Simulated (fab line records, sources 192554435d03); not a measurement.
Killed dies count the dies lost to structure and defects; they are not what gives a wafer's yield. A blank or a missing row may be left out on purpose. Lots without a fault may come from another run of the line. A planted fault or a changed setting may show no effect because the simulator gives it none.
Code-filled problem report in 8D (eight disciplines) form | flow n5_finfet | the parts of the form that need people (team, actions taken, sign-off) are left out

== 1. WHAT WENT WRONG ==
Wafers without a fault read 0.07 Pa, standard deviation 0.00012; chamber_pressure_pa at N5_BEOL_M1_SPUTTER_90 reads a mean of 0.07 Pa on 2 wafers belonging to 2 lots. Measured from the usual mean, that is -22 standard deviations.
The step: material Cu, target thk 4.5 nm, time 8.29 s.
First seen on wafer L931.1, day 9 23:53, on pvd_sputter-03. At this step, 30 wafers from 10 lots have a number in the record. Rule for "out" (also "out of limits"): further than 4 standard deviations from the usual mean. All remaining wafers that have a number are taken as sound.

== 2. WHAT IT IS AND WHAT IT IS NOT ==
question                    | is                  | is not
which readings at this step | chamber_pressure_pa | throttle_valve_pct
which lots                  | L931, L934          | L919, L921, L923, L924, L927, L936, L941, L942
which wafers of those lots  | L931.1, L934.1      | L931.3, L931.5, L934.3, L934.6
read on which tools         | pvd_sputter-03      | pvd_sputter-01, pvd_sputter-02
when                        | from day 9 23:53    | up to then (17 sound wafers); but 11 sound wafers of L934, L936, L941, L942 came after

== 3. WHAT RULES OUT EACH SUSPECT ==
Counting: any tool at a process step up to the reading remains a suspect provided it ran every lot that is out. Sound lots after the first of them don't rule it out here, since some wafers of a struck lot are sound.
- rie_diel-01 at N5_BEOL_M1_STRIP_97 (strips in N2/H2, time 10 s): kept. Ran every lot that is out, first one L931 (day 9 21:57); last sound lot up to then L927 (day 8 11:03). With no start given for some of its lots, N5_BEOL_M1_STRIP_97 uses the hours and lot order of N5_BEOL_M1_DEGAS_44.
- pvd_sputter-03 at N5_BEOL_M1_DEGAS_44 (time 60 s): kept. Ran every lot that is out, first one L931 (day 9 21:57); last sound lot up to then L927 (day 8 11:03).
- pvd_sputter-03 at N5_BEOL_M1_ANNEAL_82 (time 240 s): kept. Ran every lot that is out, first one L931 (day 9 23:19); last sound lot up to then L923 (day 7 11:48).
- pvd_sputter-03 at N5_BEOL_M1_SPUTTER_90 (material Cu, target thk 4.5 nm, time 8.29 s): kept. Ran every lot that is out, first one L931 (day 9 23:53); last sound lot up to then L923 (day 7 12:23). On those wafers its own readings are out: chamber_pressure_pa.
- In rie_diel-01 at N5_BEOL_M1_STRIP_97, the wafers that are out were processed in chamber 0 and their sound lot-mates in chambers 2, 3.
Left after counting: rie_diel-01 at N5_BEOL_M1_STRIP_97, pvd_sputter-03 at N5_BEOL_M1_DEGAS_44, pvd_sputter-03 at N5_BEOL_M1_ANNEAL_82, pvd_sputter-03 at N5_BEOL_M1_SPUTTER_90.

== 4. THE CAUSE (what the simulator had put in) ==
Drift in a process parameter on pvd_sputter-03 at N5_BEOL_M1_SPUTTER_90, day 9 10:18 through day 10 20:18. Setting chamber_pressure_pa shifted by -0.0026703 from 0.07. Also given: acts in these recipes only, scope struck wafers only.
Counting leaves 4 suspects; this tool is one of them.

== 5. THE EFFECT CHAIN, in route order ==
One row per reading whose mean, taken over the struck wafers that have a number, lies over 3 standard deviations from the usual. Only readings for which the record gives a usual standard deviation are gone through. hours: the time from each lot's start at the first step in this table that gives one to its start at this step, as a median over the lots. sigmas: the change in usual standard deviations.
hours | step                  | reading             | usual   | on struck wafers | change | sigmas
0     | N5_BEOL_M1_SPUTTER_90 | chamber_pressure_pa | 0.07 Pa | 0.07             | +0.00  | -22
The process steps in it:
- N5_BEOL_M1_SPUTTER_90: material Cu, target thk 4.5 nm, time 8.29 s.
Later steps that measure or inspect, where all struck wafers having a row at the step show a number for every such reading and not one has moved that far: N5_BEOL_M4_RC_MEAS_101.

== 6. HOW IT WOULD HAVE BEEN CAUGHT EARLIER ==
The fault began at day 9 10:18; the first out-of-limits reading in this record came at day 9 23:53, 14 hours later.
